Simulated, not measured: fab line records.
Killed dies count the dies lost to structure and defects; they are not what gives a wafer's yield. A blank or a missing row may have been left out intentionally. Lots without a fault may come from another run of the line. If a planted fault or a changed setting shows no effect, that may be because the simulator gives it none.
Which of the tools did it? | flow n5Finfet | Sampling: 12 lots, 36 wafers, 4 of 1938 route steps

WHAT THE GAUGES SHOWED, per wafer
N5_BEOL_M3_CD_MEAS_35: target cd 18 nm, target cd y 21 nm.
lot  | measured     | on       | cdNm (nm)
L075 | day 7 15:41  | cdSem-03 | 17.8 17.8 17.8
L077 | day 7 18:20  | cdSem-02 | 17.5 18.1 17.9
L079 | day 8 11:06  | cdSem-03 | 18.2 18.5 18.1
L081 | day 9 05:37  | cdSem-02 | 18.3 18.3 18.3
L083 | day 9 13:16  | cdSem-02 | 17.9 18.3 17.8
L085 | day 10 05:25 | cdSem-02 | 18.8 17.4 17.7
L088 | day 10 19:44 | cdSem-01 | 17.5 18.2 17.4
L087 | day 10 23:27 | cdSem-03 | 18.3 18.3 18.6
L091 | day 11 05:39 | cdSem-03 | 18.1 18.2 18.2
L092 | day 11 21:35 | cdSem-02 | 18.0 18.1 18.4
L095 | day 12 21:35 | cdSem-03 | 17.9 17.7 18.0
L097 | day 13 05:20 | cdSem-01 | 18.4 18.5 18.3

WHICH TOOL RAN EACH LOT (tool, then ch and the chambers of the sampled wafers, then the start)
lot  | N5_BEOL_M3_ETCH_63                | N5_BEOL_M3_STRIP_66               | N5_BEOL_M3_VIA_ETCH_34
L075 | rieDiel-03 ch 0,1,3, day 7 13:03  | rieDiel-03 ch 0,1,3, day 7 13:12  | rieDiel-01 ch 2,3, day 7 15:17
L077 | rieDiel-01 ch 0,1,3, day 7 13:07  | rieDiel-01 ch 0,1,3, day 7 13:17  | rieDiel-01 ch 0,2,3, day 7 17:55
L079 | rieDiel-02 ch 0,3, day 8 08:14    | rieDiel-02 ch 0,3, day 8 08:23    | rieDiel-03 ch 0,2,3, day 8 10:35
L081 | rieDiel-02 ch 0,1,3, day 8 19:55  | rieDiel-02 ch 0,1,3, day 8 20:04  | rieDiel-01 ch 0,2,3, day 9 05:13
L083 | rieDiel-01 ch 0,3, day 9 09:25    | rieDiel-01 ch 0,3, day 9 09:34    | rieDiel-03 ch 0,2, day 9 12:51
L085 | rieDiel-01 ch 0,2,3, day 10 03:22 | rieDiel-01 ch 0,2,3, day 10 03:31 | rieDiel-03 ch 2,3, day 10 04:59
L088 | rieDiel-01 ch 0,1,3, day 10 14:57 | rieDiel-01 ch 0,1,3, day 10 15:06 | rieDiel-03 ch 0,1, day 10 19:20
L087 | rieDiel-01 ch 0,1,2, day 10 21:37 | rieDiel-01 ch 0,1,2, day 10 21:46 | rieDiel-03 ch 0,1,2, day 10 23:02
L091 | rieDiel-02 ch 0,1,2, day 11 02:49 | rieDiel-02 ch 0,1,2, day 11 02:58 | rieDiel-01 ch 1,2,3, day 11 05:14
L092 | rieDiel-01 ch 0,2,3, day 11 14:55 | rieDiel-01 ch 0,2,3, day 11 15:05 | rieDiel-02 ch 0,1, day 11 21:11
L095 | rieDiel-03 ch 0,1, day 12 19:20   | rieDiel-03 ch 0,1, day 12 19:29   | rieDiel-03 ch 1,2,3, day 12 21:10
L097 | rieDiel-01 ch 0,1,2, day 13 00:51 | rieDiel-01 ch 0,1,2, day 13 01:00 | rieDiel-02 ch 2,3, day 13 04:55
- N5_BEOL_M3_ETCH_63: etches SiARC in CF4, target depth 15.6 nm, time 26 s.
- N5_BEOL_M3_STRIP_66: strips in CF4.
- N5_BEOL_M3_VIA_ETCH_34: etches the open film in C4F6/O2, target depth 69.4 nm, time 65.9 s.

THE ANSWER, worked out from the rows above alone
Rule: the lots themselves supply what counts as usual. The widest of any qualifying gaps counts: lots, ordered by their means at a reading, are off when they make up no more than a third of the lots, leave a main group of 4 or more, and stand apart from it by 3 or more times the standard deviation of that group's means. If all means in a main group match to the digits the tables above print for the reading, that group is not used. A lot without any number at a reading at which 4 lots or more have one is off too. The other lots that the step has rows for count as sound.
Nothing can be told from this: no lot is off at any reading shown.

WHAT THE SIMULATOR HAD PUT IN
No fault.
